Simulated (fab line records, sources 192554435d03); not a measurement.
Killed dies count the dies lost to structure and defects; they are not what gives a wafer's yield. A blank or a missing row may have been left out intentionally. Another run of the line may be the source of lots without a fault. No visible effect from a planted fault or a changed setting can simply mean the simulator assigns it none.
Chamber matching + flow n5 finfet + 4 sister chambers for N5_MOL_CONTACT_COAG_ALD_123 on ald sin-02
The step deposits SiNx, target thk 5 nm, pulse time 1 s, purge time 2 s. 8 wafers are shown with their chamber, then 11 later ones without.

== WAFERS, EACH WITH ITS CHAMBER ==
| wafer  | chamber | heater power w (W) | precursor pulse height rel |
|--------|---------|--------------------|----------------------------|
| L075.5 | 0       | 776                | 0.992                      |
| L076.6 | 3       | 809                | 1.024                      |
| L078.1 | 1       | 787                | 1.021                      |
| L078.2 | 3       | 798                | 1.004                      |
| L078.3 | 0       | 787                | 0.989                      |
| L078.5 | 2       | 903                | 0.975                      |
| L078.6 | 1       | 780                | 1.006                      |
| L082.1 | 2       | 904                | 1.006                      |

== WAFERS WITH NO CHAMBER GIVEN ==
| wafer  | heater power w (W) | precursor pulse height rel |
|--------|--------------------|----------------------------|
| L082.2 | 801                | 0.988                      |
| L082.3 | 795                | 1.002                      |
| L086.2 | 800                | 0.985                      |
| L086.3 | 780                | 0.964                      |
| L086.5 | 782                | 0.983                      |
| L092.1 | 799                | 1.012                      |
| L092.3 | 769                | 1.002                      |
| L092.4 | 757                | 1.012                      |
| L097.1 | 789                | 0.997                      |
| L097.3 | 913                | 0.965                      |
| L097.5 | 763                | 1.006                      |

== WHICH CHAMBER EACH WENT THROUGH ==
| wafer  | from the rows above          | in truth |
|--------|------------------------------|----------|
| L082.2 | can't be placed: 3 or 0 or 1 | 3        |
| L082.3 | can't be placed: 3 or 1 or 0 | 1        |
| L086.2 | can't be placed: 3 or 0 or 1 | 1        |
| L086.3 | can't be placed: 0 or 1      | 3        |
| L086.5 | can't be placed: 0 or 1      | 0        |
| L092.1 | can't be placed: 3 or 1      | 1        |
| L092.3 | can't be placed: 0 or 1      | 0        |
| L092.4 | can't be placed: 0 or 1      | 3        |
| L097.1 | can't be placed: 0 or 1 or 3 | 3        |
| L097.3 | 2                            | 2        |
| L097.5 | can't be placed: 0 or 1      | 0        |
1 of 11 placed correctly. Not placeable from these rows: 10 (in 8, the candidates include the true chamber). Wrongly placed: 0.
How it was worked out, from the rows above alone: a wafer's distance from a chamber is the root of the sum, over the readings, of the square of ((its reading less the chamber's mean) divided by the reading's scatter). If the next closest chamber is less than 2 further off than the closest, the wafer can't be placed; otherwise it belongs to the closest. For every chamber, the mean is computed from those of its wafers that are shown. The scatter: take each reading less its chamber's mean, square it, sum over the shown wafers, divide by the number of wafers less the number of chambers, and take the root.
